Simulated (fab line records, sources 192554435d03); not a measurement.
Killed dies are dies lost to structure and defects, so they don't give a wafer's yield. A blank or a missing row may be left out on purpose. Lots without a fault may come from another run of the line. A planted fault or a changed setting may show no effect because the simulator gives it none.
Split-lot experiment | flow n5_finfet | 7 lots, 21 wafers read, on a route of 1938 steps

THE SPLIT
At N5_BEOL_M12_COAT_65 (time 60 s, resist thk 300 nm), the setting spin_rpm was moved away from the recipe's 1500 rpm on 9 of the 21 wafers read, by -10.5% to +10.3%. The other wafers ran this setting at the recipe's value.

The reading is taken at the split's own step.

THE READING
SOC_of_BEOL_M12_COAT_65.thk_nm (the simulator's own value, which no gauge read), in nm, at N5_BEOL_M12_COAT_65 (time 60 s, resist thk 300 nm). The file gives no usual value for it. The 12 wafers here that ran the recipe average 300.4 nm, standard deviation 1 nm.

wafer  | tool, chamber at the split | spin_rpm as run, rpm | against the recipe | SOC_of_BEOL_M12_COAT_65.thk_nm, nm | against lot-mates on the recipe
L077.3 | litho_track-02, 0          | 1500                 | recipe             | 300.8                              | -
L077.5 | litho_track-02, 0          | 1500                 | recipe             | 300.8                              | -
L077.4 | litho_track-02, 0          | 1500                 | recipe             | 300.2                              | -
L079.3 | litho_track-02, 0          | 1500                 | recipe             | 299                                | -
L079.4 | litho_track-02, 0          | 1500                 | recipe             | 300.4                              | -
L079.6 | litho_track-02, 0          | 1500                 | recipe             | 299.6                              | -
L083.2 | litho_track-01, 0          | 1399                 | -6.7%              | 310.6                              | +10.6
L083.3 | litho_track-01, 0          | 1500                 | recipe             | 300                                | -
L083.6 | litho_track-01, 0          | 1399                 | -6.7%              | 311                                | +11.0
L080.2 | litho_track-01, 0          | 1500                 | recipe             | 299.6                              | -
L080.3 | litho_track-01, 0          | 1342                 | -10.5%             | 317                                | +17.4
L080.6 | litho_track-01, 0          | 1342                 | -10.5%             | 316.6                              | +17.0
L087.3 | litho_track-04, 0          | 1500                 | recipe             | 299.4                              | -
L087.4 | litho_track-04, 0          | 1597                 | +6.5%              | 289.8                              | -9.6
L087.5 | litho_track-04, 0          | 1597                 | +6.5%              | 290.4                              | -9.0
L090.2 | litho_track-01, 0          | 1655                 | +10.3%             | 285.2                              | -15.6
L090.4 | litho_track-01, 0          | 1500                 | recipe             | 300.8                              | -
L090.6 | litho_track-01, 0          | 1655                 | +10.3%             | 285.4                              | -15.4
L094.2 | litho_track-04, 0          | 1500                 | recipe             | 302.6                              | -
L094.4 | litho_track-04, 0          | 1500                 | recipe             | 302                                | -
L094.6 | litho_track-04, 0          | 1437                 | -4.2%              | 307.4                              | +5.1

THE FIT
A straight line over all 21 wafers: SOC_of_BEOL_M12_COAT_65.thk_nm changes by -1.53 nm for each +1% of spin_rpm; r = -1.00; the points scatter about the line by 0.87 nm.
The same after taking each lot's own level away (the mean of its wafers on the recipe; 21 wafers): -1.54 nm for each +1%; r = -1.00; scatter 0.59 nm.
On that fit, the largest move of spin_rpm shifts the reading by 16 nm.
The lots' own levels span 299.40 to 302.30 nm, that is 2.9 times the standard deviation above.
So the lot-to-lot level changes the slope little: the two slopes agree.
Check: with one of the wafers moved furthest among these (-10.5%) left out of the fit, the line predicts +16.2 nm for it against its lot-mates. It came out at +17.4 nm against them.

OTHER SPLITS ON THESE WAFERS
These wafers also went through other splits before the reading. Each is held against what the fit with the lots' levels taken away leaves over:
other split on the same wafers    | wafers away from the commonest value | r with SOC_of_BEOL_M12_COAT_65.thk_nm (lot level and that fit taken away)
N5_BEOL_M11_TRENCH_ETCH_37 time_s | 7                                    | -0.02

THE FILE'S OWN FIT
SOC_of_BEOL_M12_COAT_65.thk_nm changes by -1.54 nm for each +1% of spin_rpm, r = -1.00.
